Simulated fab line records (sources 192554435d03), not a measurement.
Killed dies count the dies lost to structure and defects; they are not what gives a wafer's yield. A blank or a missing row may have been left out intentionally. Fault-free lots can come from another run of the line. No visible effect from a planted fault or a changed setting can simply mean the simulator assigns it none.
Lot-split experiment	flow n5Finfet	route with 1938 steps; 7 lots, 21 wafers read

ABOUT THE SPLIT
At N5_BEOL_M6_COAT_22 (resist thk 30 nm), the setting spinRpm was moved away from the recipe's 1500 rpm on 8 of the 21 wafers read, by -10.6% to +8.4%. This setting was run at the recipe's value on the other wafers.

Reading taken at the split's own step.

THE READING
CAR-EUV_of_BEOL_M6_COAT_22.thkNm (the simulator's own value, which no gauge read), in nm, at N5_BEOL_M6_COAT_22 (resist thk 30 nm). The file does not state a usual value for it. The 13 wafers here that ran the recipe average 29.9 nm, standard deviation 0.15 nm.

wafer	tool, chamber at the split	spinRpm as run, rpm	against the recipe	CAR-EUV_of_BEOL_M6_COAT_22.thkNm, nm	against lot-mates on the recipe
L077.1	lithoTrack-01, 0	1500	recipe	29.8	-
L077.2	lithoTrack-01, 0	1500	recipe	29.8	-
L077.6	lithoTrack-01, 0	1500	recipe	29.6	-
L076.1	lithoTrack-02, 0	1404	-6.4%	31	+1.2
L076.3	lithoTrack-02, 0	1500	recipe	29.8	-
L076.5	lithoTrack-02, 0	1404	-6.4%	30.8	+1.0
L079.4	lithoTrack-04, 0	1341	-10.6%	31.8	+1.7
L079.5	lithoTrack-04, 0	1500	recipe	30.2	-
L079.6	lithoTrack-04, 0	1500	recipe	30	-
L082.2	lithoTrack-01, 0	1500	recipe	30	-
L082.3	lithoTrack-01, 0	1500	recipe	30	-
L082.5	lithoTrack-01, 0	1500	recipe	29.8	-
L081.1	lithoTrack-04, 0	1500	recipe	30	-
L081.5	lithoTrack-04, 0	1626	+8.4%	28.8	-1.2
L081.6	lithoTrack-04, 0	1626	+8.4%	28.8	-1.2
L087.1	lithoTrack-04, 0	1500	recipe	30	-
L087.2	lithoTrack-04, 0	1500	recipe	30	-
L087.4	lithoTrack-04, 0	1381	-7.9%	31.4	+1.4
L086.1	lithoTrack-02, 0	1424	-5.1%	30.6	+0.6
L086.2	lithoTrack-02, 0	1424	-5.1%	30.8	+0.8
L086.4	lithoTrack-02, 0	1500	recipe	30	-

FIT RESULTS
A straight line over all 21 wafers: CAR-EUV_of_BEOL_M6_COAT_22.thkNm changes by -0.156 nm for each +1% of spinRpm; r = -0.98; the points scatter about the line by 0.16 nm.
The same after taking each lot's own level away (the mean of its wafers on the recipe; 21 wafers): -0.155 nm for each +1%; r = -0.99; scatter 0.1 nm.
The reading moves by 1.6 nm for the largest change in spinRpm, on that fit.
Measured against the standard deviation above, the lots' own levels, which go from 29.73 to 30.10 nm, span 2.5 times it.
Consequently the slope shifts little with the lot-to-lot level, the two slopes agreeing.
Check: +1.66 nm against its lot-mates is what the line predicts for one of the wafers moved furthest among these (-10.6%) when that wafer is left out of the fit. Against them it came out at +1.7 nm.

OTHER SPLITS APPLIED TO THESE WAFERS
Note: prior to the reading, these wafers also went through further splits. Each is held against what the fit with the lots' levels taken away leaves over:
other split on the same wafers	wafers away from the commonest value	r with CAR-EUV_of_BEOL_M6_COAT_22.thkNm (lot level and that fit taken away)
N5_BEOL_M5_COAT_22 spinRpm	9	+0.02
N5_BEOL_M5_TRENCH_ETCH_37 biasW	5	+0.17
N5_BEOL_M5_ETCH_41 sourceW	6	-0.21

FILE'S OWN FIT
CAR-EUV_of_BEOL_M6_COAT_22.thkNm changes by -0.159 nm for each +1% of spinRpm, r = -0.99.
